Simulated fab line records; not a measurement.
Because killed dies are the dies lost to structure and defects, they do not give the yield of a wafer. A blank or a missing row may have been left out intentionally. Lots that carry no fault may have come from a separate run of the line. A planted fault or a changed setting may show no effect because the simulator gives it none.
What tool caused it? ; flow nand-harc ; 13 lots with 39 wafers sampled at 6 steps, on a route of 1302 steps

WHAT THE GAUGES READ, wafer by wafer
NHARC_A_ONON_D2_THK_MEAS_24: measures by ellipsometry. Usual: thk-nm reads 1001 nm (standard deviation 8.7).
lot;measured;on;thk-nm (nm);flag
L784;day 12 21:27;film-metro-02;1016 1017 1016;
L786;day 13 17:04;film-metro-01;998 995 998;
L785;day 13 17:04;film-metro-02;983 982 982;
L788;day 14 18:05;film-metro-01;1010 1009 1009;
L792;day 16 07:49;film-metro-01;992 992 991;
L793;day 16 23:41;film-metro-01;712 713 713;OFF
L794;day 17 08:45;film-metro-01;711 712 712;OFF
L802;day 20 08:26;film-metro-01;989 989 987;
L801;day 20 08:25;film-metro-02;995 996 995;
L804;day 21 01:54;film-metro-01;1012 1012 1012;
L803;day 21 01:54;film-metro-02;999 1000 996;
L805;day 22 04:02;film-metro-01;1005 1008 1008;
L806;day 22 04:01;film-metro-02;1003 1001 1000;

NHARC_END_SORT_01. Usual: killed-at-array 56, standard deviation 17; killed-at-other 1.2, standard deviation 1.4; killed-at-periphery 4, standard deviation 3.2; killed-dies 61, standard deviation 16; killed-open 3.6, standard deviation 2.1; killed-short 2.7, standard deviation 1.8.
lot;measured;on;killed-at-array;killed-at-other;killed-at-periphery;killed-dies;killed-open;killed-short;flag
L792;day 27 17:02;prober-02;65 80 75;0 2 0;7 14 2;72 96 77;1 7 3;2 3 2;
L793;day 28 15:52;prober-01;673 670 673;1 0 1;3 7 3;677 677 677;2 3 1;4 2 1;OFF
L794;day 29 03:04;prober-02;674 671 672;0 1 0;3 5 5;677 677 677;4 5 2;1 2 2;OFF
L803;day 32 21:46;prober-02;43 28 27;0 0 0;3 4 1;46 32 28;6 2 1;3 0 0;

WHAT TOOL EACH LOT RAN ON (gives the tool, then ch and the chambers of the sampled wafers, and finally the start)
lot;NHARC_A_DECK1_JOINT_ETCHBACK_00;NHARC_A_DECK1_JOINT_DEP_16;NHARC_A_ONON_D2_DEP_22;NHARC_A_CHANNEL_HOLE_D2_DEP_01
L784;rie-si-04 ch 2,3, day 11 11:46;pecvd-03 ch 0,1, day 12 09:25;pecvd-onon-01 ch 0, day 12 21:03;pecvd-04 ch 0,1, day 13 01:07
L786;rie-si-04 ch 0,2,3, day 12 00:44;pecvd-02 ch 0,2, day 13 02:51;pecvd-onon-01 ch 0, day 13 16:33;pecvd-04 ch 0,1,2, day 14 00:30
L785;rie-si-01 ch 1,2,3, day 12 00:45;pecvd-01 ch 1,2, day 13 02:50;pecvd-onon-04 ch 0, day 13 16:37;pecvd-03 ch 0,2, day 13 22:46
L788;rie-si-06 ch 0,2,3, day 13 05:44;pecvd-02 ch 0,1,2, day 14 03:04;pecvd-onon-02 ch 0, day 14 17:38;pecvd-04 ch 0,1,2, day 15 01:07
L792;rie-si-01 ch 2,3, day 14 23:49;pecvd-03 ch 1,2, day 15 21:19;pecvd-onon-01 ch 0, day 16 07:18;pecvd-04 ch 1,2, day 16 14:28
L793;rie-si-06 ch 1,2, day 15 09:53;pecvd-02 ch 0,2, day 16 11:40;pecvd-onon-04 ch 0, day 16 23:17;-
L794;rie-si-06 ch 0,1, day 15 21:25;pecvd-03 ch 0,1, day 16 20:52;pecvd-onon-04 ch 0, day 17 08:14;-
L802;rie-si-01 ch 0,1, day 18 19:03;pecvd-02 ch 1,2, day 19 20:05;pecvd-onon-04 ch 0, day 20 07:59;pecvd-03 ch 0,1, day 20 15:07
L801;rie-si-04 ch 0,2,3, day 18 19:04;pecvd-03 ch 0,1, day 19 20:04;pecvd-onon-01 ch 0, day 20 07:57;pecvd-04 ch 0,2, day 20 14:23
L804;rie-si-06 ch 1,3, day 19 16:03;pecvd-02 ch 0,1,2, day 20 13:36;pecvd-onon-01 ch 0, day 21 01:26;pecvd-04 ch 0,1, day 21 07:32
L803;rie-si-01 ch 0,1,2, day 19 20:02;pecvd-02 ch 0,1,2, day 20 16:11;pecvd-onon-02 ch 0, day 21 01:26;pecvd-04 ch 1,2, day 21 05:37
L805;rie-si-01 ch 0,2,3, day 20 07:49;pecvd-03 ch 0,1,2, day 21 12:05;pecvd-onon-04 ch 0, day 22 03:37;pecvd-03 ch 0,2, day 22 07:45
L806;rie-si-06 ch 1,2,3, day 20 15:04;pecvd-02 ch 0,1,2, day 21 19:04;pecvd-onon-02 ch 0, day 22 03:30;pecvd-02 ch 0,1,2, day 22 07:43
- NHARC_A_DECK1_JOINT_ETCHBACK_00: etches the open film in HBr, target depth 30 nm, time 17.4 s.
- NHARC_A_DECK1_JOINT_DEP_16: deposits SiO2, target thk 45 nm.
- NHARC_A_ONON_D2_DEP_22: target thk 1000 nm.
- NHARC_A_CHANNEL_HOLE_D2_DEP_01: deposits SiON, target thk 140 nm.

WHAT THE TOOLS THEMSELVES READ (means of the sampled wafers that have a number; where no wafer has one, the mark that the record gives instead)
NHARC_A_DECK1_JOINT_ETCHBACK_00. Usual: drypump-motor-current-A 5.5 A, standard deviation 0.35; oes-product-au 1.002 a.u., standard deviation 0.01; throttle-valve-pct 23.265 %, standard deviation 0.009.
lot;tool;drypump-motor-current-A (A);oes-product-au (a.u.);throttle-valve-pct (%);flag
L784;rie-si-04;5.5;1.005;23.270;
L786;rie-si-04;5.5;0.996;23.270;
L785;rie-si-01;5.8;0.995;23.271;
L788;rie-si-06;5.2;1.006;23.260;
L792;rie-si-01;6.1;0.999;23.269;
L793;rie-si-06;5.4;1.005;23.260;
L794;rie-si-06;5.7;0.997;23.262;
L802;rie-si-01;5.6;0.996;23.265;
L801;rie-si-04;5.4;1.012;23.257;
L804;rie-si-06;5.7;0.995;23.258;
L803;rie-si-01;5.6;1.007;23.266;
L805;rie-si-01;5.8;0.999;23.268;
L806;rie-si-06;5.4;0.995;23.258;

NHARC_A_DECK1_JOINT_DEP_16. Usual: heater-power-w 566 W, standard deviation 75; throttle-valve-pct 16.1 %, standard deviation 0.58.
lot;tool;heater-power-w (W);throttle-valve-pct (%);flag
L784;pecvd-03;508;16.2;
L786;pecvd-02;601;16.3;
L785;pecvd-01;474;17.1;
L788;pecvd-02;535;15.9;
L792;pecvd-03;536;16.2;
L793;pecvd-02;648;16.5;
L794;pecvd-03;600;16.0;
L802;pecvd-02;575;15.5;
L801;pecvd-03;537;16.1;
L804;pecvd-02;619;15.7;
L803;pecvd-02;584;15.7;
L805;pecvd-03;543;16.2;
L806;pecvd-02;585;15.9;

NHARC_A_ONON_D2_DEP_22. Usual: nh3-flow-sccm reads 500.2 sccm (standard deviation 1.5).
lot;tool;nh3-flow-sccm (sccm);flag
L784;pecvd-onon-01;499.9;
L786;pecvd-onon-01;500.4;
L785;pecvd-onon-04;501.5;
L788;pecvd-onon-02;501.1;
L792;pecvd-onon-01;500.1;
L793;pecvd-onon-04;499.5;
L794;pecvd-onon-04;498.0;
L802;pecvd-onon-04;500.1;
L801;pecvd-onon-01;497.5;
L804;pecvd-onon-01;499.3;
L803;pecvd-onon-02;501.0;
L805;pecvd-onon-04;501.0;
L806;pecvd-onon-02;500.5;

NHARC_A_CHANNEL_HOLE_D2_DEP_01. Usual: heater-power-w reads 812 W (standard deviation 92).
lot;tool;heater-power-w (W);flag
L784;pecvd-04;869;
L786;pecvd-04;875;
L785;pecvd-03;664;
L788;pecvd-04;873;
L792;pecvd-04;839;
L802;pecvd-03;710;
L801;pecvd-04;759;
L804;pecvd-04;870;
L803;pecvd-04;867;
L805;pecvd-03;709;
L806;pecvd-02;792;

THE ANSWER, worked out from the rows above alone
Rule: a lot is off if the mean of its wafers that have a number lies more than 3 standard deviations from the usual mean. Also off: a lot with no number at a reading for which 4 or more lots have one. Where the step has rows for the other lots, those lots are counted as sound. First the gauges in route order, then the tools' own readings, where a lot's mean is used as printed above. At the first step where some lot is off, the reading lying furthest off is the one used; lots without a number count as furthest.
Off: L793, L794, at NHARC_A_ONON_D2_THK_MEAS_24 (thk-nm).
A tool fits if, at a process step before that reading, it ran every lot that is off, and no sound lot after the first of them. The gauges at NHARC_A_ONON_D2_THK_MEAS_24 aren't tried: what is off there is off at NHARC_END_SORT_01 too, on other tools, and a gauge's error can't cause that. Of those tried, none fits.

WHAT THE SIMULATOR HAD PUT IN
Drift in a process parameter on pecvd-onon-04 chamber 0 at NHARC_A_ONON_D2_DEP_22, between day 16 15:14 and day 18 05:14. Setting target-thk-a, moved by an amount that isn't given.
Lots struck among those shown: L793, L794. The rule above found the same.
